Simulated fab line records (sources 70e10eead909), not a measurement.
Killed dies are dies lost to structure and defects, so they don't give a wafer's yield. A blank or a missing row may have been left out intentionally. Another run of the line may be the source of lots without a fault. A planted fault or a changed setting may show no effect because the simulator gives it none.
Struck lot and sound lot, side by side / flow nand harc / 41 steps out of a route of 1302
Sound: the wafers L572.3, L572.4, L572.5. Struck: wafers L583.1, L583.6. (L583.2 of the same lot was not struck and is left out.) The cause comes at the end.
At each step with rows: each side's tool, then ch and its chambers, then its first start. Under that, the readings that differ: sound wafers / struck wafers / difference of the means / sigmas: that difference in standard deviations of wafers without a fault.
alike: same words and numbers on both sides, and readings whose means sit less than 2 such deviations apart. not compared: any withheld reading, any reading some wafer has no value for, any bound like >300 that may hide the same value, and any number with overlapping values for which the record gives no deviation.
A row with sigmas, a row that says differs or no value, or rows on one side alone: a step with any of these is where the two part. When numbers do not overlap yet have no deviation, they are printed without sigmas and do not part them. A reading missing from all wafers of one side parts the sides only when that side holds two or more wafers.

first, 3 steps without rows for these wafers: NHARC_A_CONTACT_EXPOSE_05 (exposes mask A CC); NHARC_A_CONTACT_PEB_06 (peb time 65 s); NHARC_A_CONTACT_DEVELOP_07 (develop time 35 s).
NHARC_A_CONTACT_CD_MEAS_08: target cd 200 nm.
  sound on cd sem-03 ch 0, day 22 17:44; struck on cd sem-02 ch 0, day 27 05:31
  alike: cd nm
NHARC_A_CONTACT_OVL_MEAS_09:
  sound on overlay-02 at day 22 17:49; struck on overlay-01 at day 27 05:36
  alike: overlay x nm, overlay y nm
NHARC_A_CONTACT_INSPECT_10:
  sound on defect inspect-01 at day 22 17:52; struck on defect inspect-02 at day 27 05:38
  alike: raw defect count
NHARC_A_CONTACT_DESCUM_13: chemistry O2, time 3 s.
  sound on rie diel-12 ch 0,2,3, day 22 17:56; struck on rie diel-01 ch 1,2, day 27 05:43
  alike: drypump motor current A, oes product au, rf vpp V, showerhead plenum p Torr, throttle valve pct
  not compared: rf hours counter h
then, 2 steps without rows for these wafers: NHARC_A_CONTACT_ETCH_88 (etches the open film in CF4, target depth 39 nm, time 65 s); NHARC_A_CONTACT_ETCH_89 (etches the open film in N2/H2, target depth 260 nm, time 475.3 s).
NHARC_A_CONTACT_ETCH_30: etches the open film in CF4/CHF3, target depth 72.6 nm, time 36.3 s.
  sound: rie diel-12 ch 0,1,3; struck: rie diel-01 ch 0,2
  alike: drypump motor current A, oes product au, rf vpp V, showerhead plenum p Torr, throttle valve pct
  not compared: rf hours counter h
then, 2 steps without rows for these wafers: NHARC_A_CONTACT_ETCH_31 (etches the open film in O2/COS, target depth 2800 nm, time 728 s); NHARC_A_CONTACT_ETCH_134 (etches the open film in C4F8/O2/Ar, time 140 s, target depth 700 nm).
NHARC_A_CONTACT_ETCH_135: etches the open film in C4F8/O2/Ar, time 311 s, target depth 1912 nm.
  sound on har cap etch-03 ch 0,1, day 22 19:20; struck on har cap etch-01 ch 0, day 27 08:11
  not compared: rf hours counter h
then, 2 steps without rows for these wafers: NHARC_A_CONTACT_ETCH_136 (etches the open film in C4F8/O2/Ar, time 311 s, target depth 1912 nm); NHARC_A_CONTACT_ETCH_137 (etches the open film in C4F8/O2/Ar, time 311 s, target depth 1912 nm).
NHARC_A_CONTACT_ETCH_138: etches the open film in C4F8/O2/Ar, time 311 s, target depth 1914 nm.
  sound on har cap etch-03 ch 0,1, day 22 20:09; struck on har cap etch-01 ch 0, day 27 09:16
  not compared: rf hours counter h
then, 3 steps without rows for these wafers: NHARC_A_CONTACT_ETCH_139 (etches the open film in C4F8/O2/Ar, time 195 s, target depth 840 nm); NHARC_A_CONTACT_ETCH_92 (etches the open film in CH3F/O2, target depth 40 nm, time 85.7 s); NHARC_A_CONTACT_ETCH_98 (etches the open film in C4F6/O2, target depth 20 nm, time 10 s).
NHARC_A_CONTACT_CD_MEAS_15:
  sound on cd sem-02 at day 22 21:07; struck on cd sem-01 at day 27 10:29
reading=cd nm (nm); sound=188.4 188.5 188.4; struck=191.0 190.6; difference=+2.4; sigmas=+3
then, 7 steps without rows for these wafers: NHARC_A_CONTACT_STRIP_107 (strips in N2/H2); NHARC_A_CONTACT_STRIP_108 (strips in CF4/CHF3); NHARC_A_CONTACT_STRIP_109 (strips in O2/COS); NHARC_A_CONTACT_ETCH_110 (etches the open film in CF4/O2, target depth 60 nm, overetch 6 nm, time 33 s); NHARC_A_CONTACT_STRIP_26 (strips in O2); NHARC_A_CONTACT_STRIP_27 (strips in post etch residue remover, time 600 s); NHARC_A_CONTACT_ALD_18 (deposits TiN, target thk 3 nm, pulse time 1 s, ald cycles 150).
NHARC_A_CONTACT_CVD_19: deposits W, target thk 300 nm, time 802 s.
  sound: cvd w-02 ch 0,1; struck: cvd w-01 ch 0,1
reading=heater power w (W); sound=438 421 434; struck=482 520; difference=+70; sigmas=+2
reading=susceptor temp C (C); sound=- - -; struck=299.83 299.83; difference=no value on the sound wafers; sigmas=
reading=throttle valve pct (%); sound=7.3 7.6 7.4; struck=8.3 8.2; difference=+0.8; sigmas=+2
  alike: chamber pressure Torr, heater power outer w
NHARC_A_CONTACT_CMP_20: polishes, t overpolish 30 s, target thk 300 nm.
  sound on cmp-01 ch 0,1,2, day 22 23:11; struck on cmp-02 ch 1,3, day 27 12:34
reading=motor current A (A); sound=10.2 11.3 10.8; struck=13.3 14.5; difference=+3.1; sigmas=+2
  alike: overpolish run s, time to endpoint s
then, 11 steps without rows for these wafers: NHARC_A_CONTACT_SRD_22; NHARC_A_BLC_DEHYDRATE_00 (time 120 s); NHARC_A_BLC_HMDS_01 (time 30 s); NHARC_A_BLC_COAT_02 (time 75 s); NHARC_A_BLC_COAT_03 (time 65 s); NHARC_A_BLC_COAT_04 (resist thk 90 nm); NHARC_A_BLC_SOFTBAKE_05 (time 55 s); NHARC_A_BLC_EBR_06; NHARC_A_BLC_EXPOSE_07 (exposes mask A BLC, target cd 100 nm); NHARC_A_BLC_PEB_08 (peb time 65 s); NHARC_A_BLC_DEVELOP_09 (develop time 35 s).
NHARC_END_SORT_01:
  at this point the record logs the struck wafers (prober-02 ch 0, day 29 10:11) and has no rows for the sound ones

WHERE THEY PART
At NHARC_A_CONTACT_CD_MEAS_15 first; at NHARC_END_SORT_01 last (within this record only).

WHY: whatever the simulator had introduced
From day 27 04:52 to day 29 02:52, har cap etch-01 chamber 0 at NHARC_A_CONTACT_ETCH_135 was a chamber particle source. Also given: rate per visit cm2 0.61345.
